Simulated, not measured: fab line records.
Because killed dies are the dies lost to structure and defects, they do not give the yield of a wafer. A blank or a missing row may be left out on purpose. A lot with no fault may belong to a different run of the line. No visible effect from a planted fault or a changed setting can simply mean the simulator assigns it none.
Chamber matching	flow n5-finfet	3 sister chambers for N5_BEOL_M0_SAQP_PECVD_97 on pecvd-02
The step deposits SiNx from SiH4/NH3/N2, target thk 23 nm, time 19.9 s. 3 wafers are shown with their chamber, then 7 later ones without.

## WAFERS WITH THEIR CHAMBER
wafer	chamber	throttle-valve-pct (%)
L085.4	2	36.3
L088.1	1	37.8
L088.2	0	38.8

## WAFERS WITH NO CHAMBER GIVEN
wafer	throttle-valve-pct (%)
L088.3	36.2
L089.1	38.0
L089.3	36.4
L089.4	37.8
L090.2	39.0
L090.3	36.3
L090.5	36.6

## CHAMBER TAKEN BY EACH
wafer	from the rows above	in truth
L088.3	2	2
L089.1	1	1
L089.3	2	2
L089.4	1	1
L090.2	0	0
L090.3	2	2
L090.5	2	2
Correct placement for 7 of the 7. Not placeable from these rows: 0. Placed wrongly: 0.
How it was worked out, from the rows above alone: a wafer's distance from a chamber is the root of the sum, over the readings, of the square of ((its reading less the chamber's mean) divided by the reading's scatter). If the next closest chamber is less than 2 further off than the closest, the wafer can't be placed; otherwise it belongs to the closest. For every chamber, the mean is computed from those of its wafers that are shown. The scatter: root of mean squared gap, hidden wafer to nearest shown wafer, with one shown wafer a chamber.
